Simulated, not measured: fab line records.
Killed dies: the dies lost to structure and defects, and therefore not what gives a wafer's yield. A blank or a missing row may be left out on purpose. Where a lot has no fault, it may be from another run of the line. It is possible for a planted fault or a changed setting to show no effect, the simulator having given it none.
The tool behind it: which one? | flow nandHarc | 15 lots, 45 wafers sampled, at 2 steps of a route of 1159

## WHAT THE GAUGES SHOWED, per wafer
NHARC_A_CONTACT_CD_MEAS_15.
lot  | measured     | on       | cdNm (nm)
L718 | day 16 17:37 | cdSem-01 | 89.7 89.6 90.3
L721 | day 17 15:02 | cdSem-01 | 90.9 91.6 91.0
L720 | day 17 18:54 | cdSem-01 | 88.6 89.6 90.5
L723 | day 17 20:13 | cdSem-01 | 90.8 90.4 90.6
L726 | day 19 05:50 | cdSem-01 | 90.8 90.4 90.7
L727 | day 19 14:58 | cdSem-02 | 90.1 88.7 90.1
L733 | day 20 19:04 | cdSem-02 | 89.9 90.8 90.4
L732 | day 20 19:56 | cdSem-03 | 90.4 90.0 90.1
L735 | day 21 22:10 | cdSem-03 | 89.8 89.6 89.1
L736 | day 22 04:43 | cdSem-02 | 91.1 90.5 91.0
L738 | day 22 13:26 | cdSem-02 | 88.3 88.5 88.8
L739 | day 22 16:38 | cdSem-02 | 89.2 89.4 89.5
L740 | day 22 18:13 | cdSem-02 | 90.2 89.7 90.8
L737 | day 23 00:53 | cdSem-01 | 88.4 89.6 89.4
L741 | day 23 01:08 | cdSem-02 | 90.5 88.4 89.1

## TOOL THAT RAN EACH LOT (tool first, then ch and the chambers of the sampled wafers, then the start)
lot  | NHARC_A_CONTACT_ETCH_136
L718 | harCapEtch-02 ch 0,1, day 16 16:38
L721 | harCapEtch-02 ch 0,1, day 17 14:05
L720 | harCapEtch-01 ch 0,1, day 17 17:53
L723 | harCapEtch-02 ch 0,1, day 17 19:15
L726 | harCapEtch-01 ch 0,1, day 19 04:38
L727 | harCapEtch-01 ch 0,1, day 19 14:01
L733 | harCapEtch-01 ch 0,1, day 20 18:04
L732 | harCapEtch-02 ch 0,1, day 20 18:58
L735 | harCapEtch-01 ch 0,1, day 21 21:06
L736 | harCapEtch-02 ch 0,1, day 22 03:43
L738 | harCapEtch-02 ch 0,1, day 22 12:28
L739 | harCapEtch-02 ch 0,1, day 22 15:38
L740 | harCapEtch-03 ch 0,1, day 22 16:46
L737 | harCapEtch-02 ch 0,1, day 22 23:49
L741 | harCapEtch-03 ch 0,1, day 23 00:08
- NHARC_A_CONTACT_ETCH_136: etches the open film in C4F8/O2/Ar, time 132 s, target depth 1287 nm.

## WHAT THE TOOLS THEMSELVES READ (means of the sampled wafers that have a number; where no wafer has one, the mark that the record gives instead)
The record holds no such reading with a usual standard deviation.

## THE ANSWER, worked out from the rows above alone
Rule: what is usual is taken from the lots themselves. Put in order of their means at a reading, lots are off if they are a third of the lots or fewer, leave a main group of 4 or more, and stand apart from it by a gap of 3 or more times the standard deviation of the main group's means; of several such gaps the widest counts. If all means in a main group match to the digits the tables above print for the reading, that group is not used. A lot without any number at a reading at which 4 lots or more have one is off too. Where the step has rows for the other lots, those lots are counted as sound. First the gauges in route order, then the tools' own readings, where a lot's mean is used as printed above. At the first step where some lot is off, the reading lying furthest off is the one used; lots without a number count as furthest.
No lot is off on any of the readings shown, so nothing can be concluded from this.

## WHAT THE SIMULATOR PUT IN
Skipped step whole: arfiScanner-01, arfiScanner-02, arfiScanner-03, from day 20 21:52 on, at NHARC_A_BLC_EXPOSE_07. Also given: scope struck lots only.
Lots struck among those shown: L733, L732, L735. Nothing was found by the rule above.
